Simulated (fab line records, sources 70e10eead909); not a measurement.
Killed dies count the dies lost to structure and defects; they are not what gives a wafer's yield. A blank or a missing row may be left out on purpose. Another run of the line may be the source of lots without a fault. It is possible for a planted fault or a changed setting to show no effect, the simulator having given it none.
Which tool did it?	flow nandHarc	Sampling: 7 lots, 21 wafers, 3 of 1302 route steps

WHAT THE GAUGES SHOWED, per wafer
NHARC_THIN_TSV_CD_MEAS_33: target cd 5000 nm.
lot	measured	on	cdNm (nm)
L897	day 24 07:59	cdSem-01	4998.0 5000.9 4998.7
L901	day 26 13:44	cdSem-03	4997.3 4996.7 4995.0
L899	day 26 23:17	cdSem-02	4996.7 4996.2 5000.6
L904	day 27 09:24	cdSem-02	4996.6 4998.5 4999.2
L906	day 28 17:24	cdSem-03	4998.9 4999.0 4996.9
L909	day 30 00:17	cdSem-03	4997.0 5000.1 5001.3
L917	day 33 10:19	cdSem-03	4998.3 4997.1 4997.0

EACH LOT AND THE TOOL THAT RAN IT (in order: tool; ch and the chambers of the sampled wafers; start)
lot	NHARC_A_BLC_PVD_32	NHARC_THIN_TSV_ETCH_15
L897	pvdSputter-01, day 22 22:37	rieSi-05 ch 1,3, day 24 02:23
L901	pvdSputter-02, day 25 06:12	rieSi-04 ch 0,1,3, day 26 08:42
L899	pvdSputter-01, day 25 14:36	rieSi-04 ch 1,2, day 26 18:12
L904	pvdSputter-02, day 26 01:35	rieSi-05 ch 2,3, day 27 04:16
L906	pvdSputter-02, day 27 09:45	rieSi-04 ch 0,1,2, day 28 12:29
L909	pvdSputter-02, day 28 17:37	rieSi-05 ch 0,1, day 29 19:13
L917	pvdSputter-03, day 31 20:58	rieSi-05 ch 1,2, day 33 05:07
- NHARC_A_BLC_PVD_32: deposits Ti, target thk 5 nm, time 17.7 s.
- NHARC_THIN_TSV_ETCH_15: target depth 3000 nm, bosch target overetch cycles 2, bosch etch step 2.8 s.

THE ANSWER, worked out from the rows above alone
Rule: usual is defined by the lots themselves. The widest of any qualifying gaps counts: lots, ordered by their means at a reading, are off when they make up no more than a third of the lots, leave a main group of 4 or more, and stand apart from it by 3 or more times the standard deviation of that group's means. The tables above print the reading to a certain number of digits; a main group whose means all agree to those digits is not used. Also off: a lot with no number at a reading for which 4 or more lots have one. Where the step has rows for the other lots, those lots are counted as sound.
No lot is off on any of the readings shown, so nothing can be concluded from this.

WHAT THE SIMULATOR HAD INSERTED
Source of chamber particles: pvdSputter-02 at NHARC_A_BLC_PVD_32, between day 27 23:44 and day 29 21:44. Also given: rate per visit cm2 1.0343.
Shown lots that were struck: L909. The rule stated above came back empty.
